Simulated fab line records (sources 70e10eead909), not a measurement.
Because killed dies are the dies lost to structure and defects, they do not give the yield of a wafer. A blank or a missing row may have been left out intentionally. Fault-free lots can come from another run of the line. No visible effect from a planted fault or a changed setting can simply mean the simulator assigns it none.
Which tool was responsible? || flow nand harc || 10 lots with 28 wafers sampled at 9 steps, on a route of 1302 steps

== WHAT EACH GAUGE READ, for each wafer ==
NHARC_A_ONON_D2_THK_MEAS_21: measures by ellipsometry.
{"lot": "L816", "measured": "day 12 11:01", "on": "film metro-01", "thk nm (nm)": "999 999 1001"}
{"lot": "L820", "measured": "day 14 15:18", "on": "film metro-02", "thk nm (nm)": "989 989 991"}
{"lot": "L822", "measured": "day 14 22:47", "on": "film metro-01", "thk nm (nm)": "990 992 989"}
{"lot": "L821", "measured": "day 14 22:49", "on": "film metro-02", "thk nm (nm)": "1007 1007 1006"}
{"lot": "L825", "measured": "day 16 09:55", "on": "film metro-02", "thk nm (nm)": "997 996 998"}
{"lot": "L830", "measured": "day 19 01:14", "on": "film metro-02", "thk nm (nm)": "1001 1001 1001"}
{"lot": "L833", "measured": "day 19 14:50", "on": "film metro-02", "thk nm (nm)": "1007 1009 1009"}
{"lot": "L834", "measured": "day 20 02:16", "on": "film metro-01", "thk nm (nm)": "999 998"}
{"lot": "L836", "measured": "day 21 03:24", "on": "film metro-01", "thk nm (nm)": "1013 1015"}
{"lot": "L839", "measured": "day 22 02:02", "on": "film metro-01", "thk nm (nm)": "987 987 987"}

NHARC_A_ONON_D2_THK_MEAS_24: measures by ellipsometry.
{"lot": "L816", "measured": "day 12 11:35", "on": "film metro-01", "thk nm (nm)": "989 987 989"}
{"lot": "L820", "measured": "day 14 15:52", "on": "film metro-02", "thk nm (nm)": "1007 1005 1007"}
{"lot": "L822", "measured": "day 14 23:21", "on": "film metro-02", "thk nm (nm)": "1010 1011 1009"}
{"lot": "L821", "measured": "day 14 23:23", "on": "film metro-01", "thk nm (nm)": "986 986 987"}
{"lot": "L825", "measured": "day 16 10:29", "on": "film metro-02", "thk nm (nm)": "1008 1008 1009"}
{"lot": "L830", "measured": "day 19 01:49", "on": "film metro-02", "thk nm (nm)": "984 983 984"}
{"lot": "L833", "measured": "day 19 15:25", "on": "film metro-02", "thk nm (nm)": "982 982 982"}
{"lot": "L834", "measured": "day 20 02:50", "on": "film metro-02", "thk nm (nm)": "993 992"}
{"lot": "L836", "measured": "day 21 03:58", "on": "film metro-02", "thk nm (nm)": "1001 1000"}
{"lot": "L839", "measured": "day 22 02:36", "on": "film metro-02", "thk nm (nm)": "1008 1008 1006"}

NHARC_A_CHANNEL_HOLE_D2_CD_MEAS_10 targets a cd of 100 nm.
{"lot": "L816", "measured": "day 12 15:57", "on": "cd sem-03", "cd nm (nm)": "100.0 100.1 100.5"}
{"lot": "L820", "measured": "day 14 22:47", "on": "cd sem-03", "cd nm (nm)": "100.4 100.5 100.0"}
{"lot": "L822", "measured": "day 15 03:46", "on": "cd sem-01", "cd nm (nm)": "100.3 100.1 100.5"}
{"lot": "L821", "measured": "day 15 04:43", "on": "cd sem-03", "cd nm (nm)": "100.3 99.5 99.7"}
{"lot": "L825", "measured": "day 16 18:24", "on": "cd sem-03", "cd nm (nm)": "100.1 99.6 100.6"}
{"lot": "L830", "measured": "day 19 09:49", "on": "cd sem-02", "cd nm (nm)": "101.0 100.5 100.9"}
{"lot": "L833", "measured": "day 19 21:02", "on": "cd sem-01", "cd nm (nm)": "113.6 113.3 100.0"}
{"lot": "L834", "measured": "day 20 09:28", "on": "cd sem-02", "cd nm (nm)": "113.2 100.0"}
{"lot": "L836", "measured": "day 21 10:17", "on": "cd sem-03", "cd nm (nm)": "114.0 100.7"}
{"lot": "L839", "measured": "day 22 07:09", "on": "cd sem-02", "cd nm (nm)": "100.1 99.3 99.8"}

NHARC_A_CHANNEL_HOLE_D2_CD_MEAS_31.
{"lot": "L816", "measured": "day 12 23:03", "on": "cd sem-02", "cd nm (nm)": "90.9 89.4 90.9"}
{"lot": "L820", "measured": "day 15 07:58", "on": "cd sem-02", "cd nm (nm)": "91.1 88.8 90.8"}
{"lot": "L822", "measured": "day 15 12:21", "on": "cd sem-03", "cd nm (nm)": "90.6 90.3 90.4"}
{"lot": "L821", "measured": "day 15 13:17", "on": "cd sem-01", "cd nm (nm)": "90.2 88.2 89.5"}
{"lot": "L825", "measured": "day 17 03:10", "on": "cd sem-01", "cd nm (nm)": "89.1 90.6 90.4"}
{"lot": "L830", "measured": "day 19 16:42", "on": "cd sem-02", "cd nm (nm)": "90.0 90.9 89.4"}
{"lot": "L833", "measured": "day 20 03:57", "on": "cd sem-01", "cd nm (nm)": "104.2 103.7 89.2"}
{"lot": "L834", "measured": "day 20 16:20", "on": "cd sem-01", "cd nm (nm)": "102.7 89.8"}
{"lot": "L836", "measured": "day 21 17:11", "on": "cd sem-03", "cd nm (nm)": "103.0 89.5"}
{"lot": "L839", "measured": "day 22 14:02", "on": "cd sem-02", "cd nm (nm)": "90.6 88.2 88.0"}

NHARC_END_WLT_00.
{"lot": "L816", "measured": "day 23 02:56", "on": "prober-02", "VT_DECK1_BOTTOM": "0.877 0.874 0.872", "VT_DECK1_BOTTOM_INNER": "0.871 0.864 0.875", "VT_DECK1_MEDIAN_NEAR_BOTTOM": "0.877 0.870 0.872", "VT_DECK1_MEDIAN_NEAR_BOTTOM_INNER": "0.878 0.880 0.873", "VT_DECK1_MIDDLE": "0.894 0.887 0.893", "VT_DECK1_MIDDLE_INNER": "0.888 0.891 0.886", "VT_DECK1_TOP": "0.899 0.902 0.898", "VT_DECK1_TOP_INNER": "0.896 0.898 0.915", "VT_DECK2_BOTTOM": "0.873 0.868 0.874", "VT_DECK2_BOTTOM_INNER": "0.880 0.877 0.873", "VT_DECK2_MEDIAN_NEAR_BOTTOM": "0.876 0.875 0.867", "VT_DECK2_MEDIAN_NEAR_BOTTOM_INNER": "0.879 0.870 0.869", "VT_DECK2_MIDDLE": "0.890 0.889 0.886", "VT_DECK2_MIDDLE_INNER": "0.886 0.886 0.888", "VT_DECK2_TOP": "0.890 0.898 0.897", "VT_DECK2_TOP_INNER": "0.894 0.896 0.897"}
{"lot": "L820", "measured": "day 26 07:26", "on": "prober-01", "VT_DECK1_BOTTOM": "0.873 0.874 0.870", "VT_DECK1_BOTTOM_INNER": "0.876 0.877 0.862", "VT_DECK1_MEDIAN_NEAR_BOTTOM": "0.867 0.875 0.882", "VT_DECK1_MEDIAN_NEAR_BOTTOM_INNER": "0.871 0.875 0.868", "VT_DECK1_MIDDLE": "0.890 0.885 0.884", "VT_DECK1_MIDDLE_INNER": "0.890 0.885 0.883", "VT_DECK1_TOP": "0.894 0.892 0.902", "VT_DECK1_TOP_INNER": "0.899 0.896 0.900", "VT_DECK2_BOTTOM": "0.871 0.870 0.876", "VT_DECK2_BOTTOM_INNER": "0.875 0.861 0.867", "VT_DECK2_MEDIAN_NEAR_BOTTOM": "0.885 0.860 0.882", "VT_DECK2_MEDIAN_NEAR_BOTTOM_INNER": "0.878 0.875 0.877", "VT_DECK2_MIDDLE": "0.885 0.887 0.888", "VT_DECK2_MIDDLE_INNER": "0.891 0.887 0.881", "VT_DECK2_TOP": "0.899 0.897 0.893", "VT_DECK2_TOP_INNER": "0.902 0.894 0.905"}
{"lot": "L822", "measured": "day 26 16:26", "on": "prober-01", "VT_DECK1_BOTTOM": "0.875 0.872 0.874", "VT_DECK1_BOTTOM_INNER": "0.869 0.866 0.865", "VT_DECK1_MEDIAN_NEAR_BOTTOM": "0.876 0.866 0.863", "VT_DECK1_MEDIAN_NEAR_BOTTOM_INNER": "0.871 0.870 0.864", "VT_DECK1_MIDDLE": "0.887 0.884 0.877", "VT_DECK1_MIDDLE_INNER": "0.878 0.883 0.882", "VT_DECK1_TOP": "0.891 0.885 0.896", "VT_DECK1_TOP_INNER": "0.884 0.893 0.901", "VT_DECK2_BOTTOM": "0.872 0.871 0.873", "VT_DECK2_BOTTOM_INNER": "0.878 0.876 0.874", "VT_DECK2_MEDIAN_NEAR_BOTTOM": "0.882 0.878 0.875", "VT_DECK2_MEDIAN_NEAR_BOTTOM_INNER": "0.874 0.881 0.875", "VT_DECK2_MIDDLE": "0.894 0.882 0.890", "VT_DECK2_MIDDLE_INNER": "0.883 0.897 0.891", "VT_DECK2_TOP": "0.901 0.904 0.904", "VT_DECK2_TOP_INNER": "0.904 0.901 0.899"}
{"lot": "L821", "measured": "day 26 07:27", "on": "prober-02", "VT_DECK1_BOTTOM": "0.863 0.864 0.861", "VT_DECK1_BOTTOM_INNER": "0.866 0.861 0.875", "VT_DECK1_MEDIAN_NEAR_BOTTOM": "0.858 0.867 0.871", "VT_DECK1_MEDIAN_NEAR_BOTTOM_INNER": "0.864 0.872 0.869", "VT_DECK1_MIDDLE": "0.883 0.886 0.876", "VT_DECK1_MIDDLE_INNER": "0.873 0.882 0.875", "VT_DECK1_TOP": "0.887 0.890 0.883", "VT_DECK1_TOP_INNER": "0.883 0.886 0.885", "VT_DECK2_BOTTOM": "0.861 0.864 0.863", "VT_DECK2_BOTTOM_INNER": "0.858 0.855 0.858", "VT_DECK2_MEDIAN_NEAR_BOTTOM": "0.862 0.864 0.862", "VT_DECK2_MEDIAN_NEAR_BOTTOM_INNER": "0.863 0.857 0.856", "VT_DECK2_MIDDLE": "0.877 0.868 0.872", "VT_DECK2_MIDDLE_INNER": "0.872 0.877 0.877", "VT_DECK2_TOP": "0.888 0.881 0.883", "VT_DECK2_TOP_INNER": "0.889 0.881 0.885"}
{"lot": "L825", "measured": "day 27 21:14", "on": "prober-02", "VT_DECK1_BOTTOM": "0.880 0.881 0.883", "VT_DECK1_BOTTOM_INNER": "0.874 0.873 0.875", "VT_DECK1_MEDIAN_NEAR_BOTTOM": "0.879 0.872 0.880", "VT_DECK1_MEDIAN_NEAR_BOTTOM_INNER": "0.879 0.873 0.880", "VT_DECK1_MIDDLE": "0.882 0.887 0.895", "VT_DECK1_MIDDLE_INNER": "0.890 0.892 0.885", "VT_DECK1_TOP": "0.913 0.898 0.900", "VT_DECK1_TOP_INNER": "0.902 0.909 0.908", "VT_DECK2_BOTTOM": "0.859 0.872 0.855", "VT_DECK2_BOTTOM_INNER": "0.868 0.877 0.865", "VT_DECK2_MEDIAN_NEAR_BOTTOM": "0.865 0.868 0.874", "VT_DECK2_MEDIAN_NEAR_BOTTOM_INNER": "0.863 0.871 0.878", "VT_DECK2_MIDDLE": "0.873 0.882 0.891", "VT_DECK2_MIDDLE_INNER": "0.878 0.882 0.884", "VT_DECK2_TOP": "0.884 0.896 0.890", "VT_DECK2_TOP_INNER": "0.889 0.891 0.896"}
{"lot": "L830", "measured": "day 30 12:05", "on": "prober-01", "VT_DECK1_BOTTOM": "0.864 0.852 0.864", "VT_DECK1_BOTTOM_INNER": "0.867 0.869 0.866", "VT_DECK1_MEDIAN_NEAR_BOTTOM": "0.871 0.865 0.866", "VT_DECK1_MEDIAN_NEAR_BOTTOM_INNER": "0.874 0.863 0.863", "VT_DECK1_MIDDLE": "0.879 0.873 0.883", "VT_DECK1_MIDDLE_INNER": "0.882 0.881 0.870", "VT_DECK1_TOP": "0.892 0.887 0.885", "VT_DECK1_TOP_INNER": "0.890 0.891 0.900", "VT_DECK2_BOTTOM": "0.863 0.866 0.857", "VT_DECK2_BOTTOM_INNER": "0.862 0.861 0.859", "VT_DECK2_MEDIAN_NEAR_BOTTOM": "0.865 0.859 0.855", "VT_DECK2_MEDIAN_NEAR_BOTTOM_INNER": "0.864 0.856 0.860", "VT_DECK2_MIDDLE": "0.868 0.879 0.872", "VT_DECK2_MIDDLE_INNER": "0.875 0.877 0.869", "VT_DECK2_TOP": "0.888 0.876 0.885", "VT_DECK2_TOP_INNER": "0.888 0.901 0.884"}
{"lot": "L833", "measured": "day 30 22:58", "on": "prober-01", "VT_DECK1_BOTTOM": "0.881 0.883 0.879", "VT_DECK1_BOTTOM_INNER": "0.867 0.880 0.882", "VT_DECK1_MEDIAN_NEAR_BOTTOM": "0.873 0.878 0.870", "VT_DECK1_MEDIAN_NEAR_BOTTOM_INNER": "0.873 0.872 0.881", "VT_DECK1_MIDDLE": "0.891 0.884 0.886", "VT_DECK1_MIDDLE_INNER": "0.896 0.885 0.883", "VT_DECK1_TOP": "0.904 0.904 0.899", "VT_DECK1_TOP_INNER": "0.889 0.902 0.905", "VT_DECK2_BOTTOM": "0.913 0.913 0.879", "VT_DECK2_BOTTOM_INNER": "0.916 0.914 0.874", "VT_DECK2_MEDIAN_NEAR_BOTTOM": "0.917 0.910 0.872", "VT_DECK2_MEDIAN_NEAR_BOTTOM_INNER": "0.912 0.918 0.876", "VT_DECK2_MIDDLE": "0.922 0.920 0.889", "VT_DECK2_MIDDLE_INNER": "0.927 0.916 0.892", "VT_DECK2_TOP": "0.940 0.933 0.911", "VT_DECK2_TOP_INNER": "0.928 0.932 0.902"}
{"lot": "L834", "measured": "day 31 07:14", "on": "prober-02", "VT_DECK1_BOTTOM": "0.870 0.868", "VT_DECK1_BOTTOM_INNER": "0.874 0.868", "VT_DECK1_MEDIAN_NEAR_BOTTOM": "0.882 0.872", "VT_DECK1_MEDIAN_NEAR_BOTTOM_INNER": "0.868 0.877", "VT_DECK1_MIDDLE": "0.889 0.886", "VT_DECK1_MIDDLE_INNER": "0.884 0.883", "VT_DECK1_TOP": "0.902 0.899", "VT_DECK1_TOP_INNER": "0.893 0.896", "VT_DECK2_BOTTOM": "0.907 0.876", "VT_DECK2_BOTTOM_INNER": "0.905 0.869", "VT_DECK2_MEDIAN_NEAR_BOTTOM": "0.907 0.874", "VT_DECK2_MEDIAN_NEAR_BOTTOM_INNER": "0.913 0.875", "VT_DECK2_MIDDLE": "0.914 0.887", "VT_DECK2_MIDDLE_INNER": "0.918 0.886", "VT_DECK2_TOP": "0.926 0.899", "VT_DECK2_TOP_INNER": "0.930 0.894"}
{"lot": "L836", "measured": "day 32 01:39", "on": "prober-02", "VT_DECK1_BOTTOM": "0.883 0.884", "VT_DECK1_BOTTOM_INNER": "0.870 0.881", "VT_DECK1_MEDIAN_NEAR_BOTTOM": "0.882 0.881", "VT_DECK1_MEDIAN_NEAR_BOTTOM_INNER": "0.875 0.879", "VT_DECK1_MIDDLE": "0.895 0.891", "VT_DECK1_MIDDLE_INNER": "0.892 0.896", "VT_DECK1_TOP": "0.901 0.901", "VT_DECK1_TOP_INNER": "0.909 0.903", "VT_DECK2_BOTTOM": "0.907 0.882", "VT_DECK2_BOTTOM_INNER": "0.906 0.882", "VT_DECK2_MEDIAN_NEAR_BOTTOM": "0.905 0.880", "VT_DECK2_MEDIAN_NEAR_BOTTOM_INNER": "0.910 0.872", "VT_DECK2_MIDDLE": "0.915 0.892", "VT_DECK2_MIDDLE_INNER": "0.914 0.885", "VT_DECK2_TOP": "0.936 0.899", "VT_DECK2_TOP_INNER": "0.923 0.893"}
{"lot": "L839", "measured": "day 33 09:46", "on": "prober-01", "VT_DECK1_BOTTOM": "0.867 0.876 0.876", "VT_DECK1_BOTTOM_INNER": "0.871 0.870 0.874", "VT_DECK1_MEDIAN_NEAR_BOTTOM": "0.876 0.879 0.872", "VT_DECK1_MEDIAN_NEAR_BOTTOM_INNER": "0.872 0.870 0.883", "VT_DECK1_MIDDLE": "0.887 0.888 0.889", "VT_DECK1_MIDDLE_INNER": "0.881 0.886 0.887", "VT_DECK1_TOP": "0.891 0.894 0.890", "VT_DECK1_TOP_INNER": "0.897 0.894 0.896", "VT_DECK2_BOTTOM": "0.877 0.857 0.869", "VT_DECK2_BOTTOM_INNER": "0.874 0.864 0.866", "VT_DECK2_MEDIAN_NEAR_BOTTOM": "0.877 0.868 0.866", "VT_DECK2_MEDIAN_NEAR_BOTTOM_INNER": "0.876 0.862 0.866", "VT_DECK2_MIDDLE": "0.896 0.892 0.886", "VT_DECK2_MIDDLE_INNER": "0.883 0.888 0.892", "VT_DECK2_TOP": "0.896 0.897 0.895", "VT_DECK2_TOP_INNER": "0.898 0.894 0.892"}

NHARC_END_SORT_01.
{"lot": "L833", "measured": "day 31 01:58", "on": "prober-01", "killed at array": "112 120 45", "killed at other": "1 0 2", "killed at periphery": "1 1 4", "killed dies": "114 121 51", "killed open": "3 2 2", "killed short": "2 5 3"}
{"lot": "L834", "measured": "day 31 10:31", "on": "prober-02", "killed at array": "33 27", "killed at other": "0 0", "killed at periphery": "1 4", "killed dies": "34 31", "killed open": "2 4", "killed short": "1 2"}
{"lot": "L836", "measured": "day 32 04:37", "on": "prober-02", "killed at array": "133 32", "killed at other": "3 0", "killed at periphery": "5 8", "killed dies": "141 40", "killed open": "4 2", "killed short": "3 0"}

== WHAT TOOL EACH LOT RAN ON (gives the tool, then ch and the chambers of the sampled wafers, and finally the start) ==
{"lot": "L816", "NHARC_A_CHANNEL_HOLE_D2_DEP_00": "acl dep-03 ch 0, day 12 13:26", "NHARC_A_CHANNEL_HOLE_D2_PEB_08": "litho track-04 ch 0, day 12 15:52", "NHARC_A_CHANNEL_HOLE_D2_XSEM_32": "xsem-02 ch 0, day 12 23:08"}
{"lot": "L820", "NHARC_A_CHANNEL_HOLE_D2_DEP_00": "acl dep-03 ch 0, day 14 20:08", "NHARC_A_CHANNEL_HOLE_D2_PEB_08": "litho track-06 ch 0, day 14 22:43", "NHARC_A_CHANNEL_HOLE_D2_XSEM_32": "xsem-02 ch 0, day 15 08:03"}
{"lot": "L822", "NHARC_A_CHANNEL_HOLE_D2_DEP_00": "acl dep-02 ch 0, day 15 01:25", "NHARC_A_CHANNEL_HOLE_D2_PEB_08": "litho track-01 ch 0, day 15 03:41", "NHARC_A_CHANNEL_HOLE_D2_XSEM_32": "xsem-02 ch 0, day 15 12:26"}
{"lot": "L821", "NHARC_A_CHANNEL_HOLE_D2_DEP_00": "acl dep-03 ch 0, day 15 02:04", "NHARC_A_CHANNEL_HOLE_D2_PEB_08": "litho track-04 ch 0, day 15 04:38", "NHARC_A_CHANNEL_HOLE_D2_XSEM_32": "xsem-01 ch 0, day 15 13:22"}
{"lot": "L825", "NHARC_A_CHANNEL_HOLE_D2_DEP_00": "acl dep-02 ch 0, day 16 16:22", "NHARC_A_CHANNEL_HOLE_D2_PEB_08": "litho track-01 ch 0, day 16 18:19", "NHARC_A_CHANNEL_HOLE_D2_XSEM_32": "xsem-02 ch 0, day 17 03:15"}
{"lot": "L830", "NHARC_A_CHANNEL_HOLE_D2_DEP_00": "acl dep-01 ch 0, day 19 07:10", "NHARC_A_CHANNEL_HOLE_D2_PEB_08": "litho track-04 ch 0, day 19 09:44", "NHARC_A_CHANNEL_HOLE_D2_XSEM_32": "xsem-01 ch 0, day 19 16:47"}
{"lot": "L833", "NHARC_A_CHANNEL_HOLE_D2_DEP_00": "acl dep-03 ch 0, day 19 18:17", "NHARC_A_CHANNEL_HOLE_D2_PEB_08": "litho track-04 ch 0, day 19 20:58", "NHARC_A_CHANNEL_HOLE_D2_XSEM_32": "xsem-02 ch 0, day 20 04:02"}
{"lot": "L834", "NHARC_A_CHANNEL_HOLE_D2_DEP_00": "acl dep-02 ch 0, day 20 07:09", "NHARC_A_CHANNEL_HOLE_D2_PEB_08": "litho track-04 ch 0, day 20 09:23", "NHARC_A_CHANNEL_HOLE_D2_XSEM_32": "xsem-01 ch 0, day 20 16:25"}
{"lot": "L836", "NHARC_A_CHANNEL_HOLE_D2_DEP_00": "acl dep-01 ch 0, day 21 07:40", "NHARC_A_CHANNEL_HOLE_D2_PEB_08": "litho track-04 ch 0, day 21 10:13", "NHARC_A_CHANNEL_HOLE_D2_XSEM_32": "xsem-01 ch 0, day 21 17:17"}
{"lot": "L839", "NHARC_A_CHANNEL_HOLE_D2_DEP_00": "acl dep-02 ch 0, day 22 04:47", "NHARC_A_CHANNEL_HOLE_D2_PEB_08": "litho track-06 ch 0, day 22 07:04", "NHARC_A_CHANNEL_HOLE_D2_XSEM_32": "xsem-02 ch 0, day 22 14:08"}
- NHARC_A_CHANNEL_HOLE_D2_DEP_00: deposits aC, target thk 3100 nm.
- NHARC_A_CHANNEL_HOLE_D2_PEB_08: peb time 65 s.
- NHARC_A_CHANNEL_HOLE_D2_XSEM_32

== WHAT THE TOOLS THEMSELVES READ (means of the sampled wafers that have a number; where no wafer has one, the mark that the record gives instead) ==
NHARC_A_CHANNEL_HOLE_D2_DEP_00.
{"lot": "L816", "tool": "acl dep-03", "throttle valve pct (%)": 35.002}
{"lot": "L820", "tool": "acl dep-03", "throttle valve pct (%)": 34.994}
{"lot": "L822", "tool": "acl dep-02", "throttle valve pct (%)": 35.003}
{"lot": "L821", "tool": "acl dep-03", "throttle valve pct (%)": 34.994}
{"lot": "L825", "tool": "acl dep-02", "throttle valve pct (%)": 34.987}
{"lot": "L830", "tool": "acl dep-01", "throttle valve pct (%)": 35.011}
{"lot": "L833", "tool": "acl dep-03", "throttle valve pct (%)": 35.010}
{"lot": "L834", "tool": "acl dep-02", "throttle valve pct (%)": 35.002}
{"lot": "L836", "tool": "acl dep-01", "throttle valve pct (%)": 34.996}
{"lot": "L839", "tool": "acl dep-02", "throttle valve pct (%)": 34.998}

NHARC_A_CHANNEL_HOLE_D2_PEB_08.
{"lot": "L816", "tool": "litho track-04", "heater power total W (W)": 156.7}
{"lot": "L820", "tool": "litho track-06", "heater power total W (W)": 156.2}
{"lot": "L822", "tool": "litho track-01", "heater power total W (W)": 156.6}
{"lot": "L821", "tool": "litho track-04", "heater power total W (W)": 156.8}
{"lot": "L825", "tool": "litho track-01", "heater power total W (W)": 156.4}
{"lot": "L830", "tool": "litho track-04", "heater power total W (W)": 156.6}
{"lot": "L833", "tool": "litho track-04", "heater power total W (W)": 156.6}
{"lot": "L834", "tool": "litho track-04", "heater power total W (W)": 157.1}
{"lot": "L836", "tool": "litho track-04", "heater power total W (W)": 157.0}
{"lot": "L839", "tool": "litho track-06", "heater power total W (W)": 157.0}

NHARC_A_CHANNEL_HOLE_D2_XSEM_32.
{"lot": "L816", "tool": "xsem-02", "bot cd nm (nm)": 74.1, "bow nm (nm)": 8.76, "tilt deg (degrees)": 0.07}
{"lot": "L820", "tool": "xsem-02", "bot cd nm (nm)": 74.7, "bow nm (nm)": 8.37, "tilt deg (degrees)": 0.04}
{"lot": "L822", "tool": "xsem-02", "bot cd nm (nm)": 74.7, "bow nm (nm)": 8.57, "tilt deg (degrees)": 0.10}
{"lot": "L821", "tool": "xsem-01", "bot cd nm (nm)": 73.6, "bow nm (nm)": 8.80, "tilt deg (degrees)": 0.08}
{"lot": "L825", "tool": "xsem-02", "bot cd nm (nm)": 74.3, "bow nm (nm)": 8.22, "tilt deg (degrees)": 0.04}
{"lot": "L830", "tool": "xsem-01", "bot cd nm (nm)": 73.3, "bow nm (nm)": 8.64, "tilt deg (degrees)": 0.07}
{"lot": "L833", "tool": "xsem-02", "bot cd nm (nm)": 83.0, "bow nm (nm)": 9.16, "tilt deg (degrees)": 0.10}
{"lot": "L834", "tool": "xsem-01", "bot cd nm (nm)": 81.5, "bow nm (nm)": 8.19, "tilt deg (degrees)": 0.10}
{"lot": "L836", "tool": "xsem-01", "bot cd nm (nm)": 81.3, "bow nm (nm)": 8.77, "tilt deg (degrees)": 0.03}
{"lot": "L839", "tool": "xsem-02", "bot cd nm (nm)": 74.2, "bow nm (nm)": 8.38, "tilt deg (degrees)": 0.09}

== THE ANSWER, worked out from the rows above alone ==
Rule: the lots themselves supply what counts as usual. Put in order of their means at a reading, lots are off if they are a third of the lots or fewer, leave a main group of 4 or more, and stand apart from it by a gap of 3 or more times the standard deviation of the main group's means; of several such gaps the widest counts. A main group whose means are all the same, to the digits that the tables above print for the reading, isn't used. A lot without any number at a reading at which 4 lots or more have one is off too. Where the step has rows for the other lots, those lots are counted as sound. After the gauges, taken in route order, come the tools' own readings; for these a lot's mean is taken, as printed above. The first step at which some lot is off is used, and at that step the reading that is off furthest; a lot without a number counts as furthest.
Off: L833, L834, L836 (NHARC_A_CHANNEL_HOLE_D2_CD_MEAS_10, cd nm). Mean 100.2 nm and standard deviation 0.33 in the main group.
A tool fits if, at a process step before that reading, it ran every lot that is off, and no sound lot after the first of them. The gauges at NHARC_A_CHANNEL_HOLE_D2_CD_MEAS_10 aren't tried: what is off there is off at NHARC_END_WLT_00 too, on other tools, and a gauge's error can't cause that. One candidate fits, namely litho track-04 at NHARC_A_CHANNEL_HOLE_D2_PEB_08. A fault onset in the window from L830 (day 19 09:44, its last sound lot) to L833 (day 19 20:58, its first lot off) fits.

== WHAT THE SIMULATOR PUT IN ==
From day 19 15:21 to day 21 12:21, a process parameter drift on litho track-04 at NHARC_A_CHANNEL_HOLE_D2_PEB_08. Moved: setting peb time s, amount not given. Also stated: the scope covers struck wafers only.
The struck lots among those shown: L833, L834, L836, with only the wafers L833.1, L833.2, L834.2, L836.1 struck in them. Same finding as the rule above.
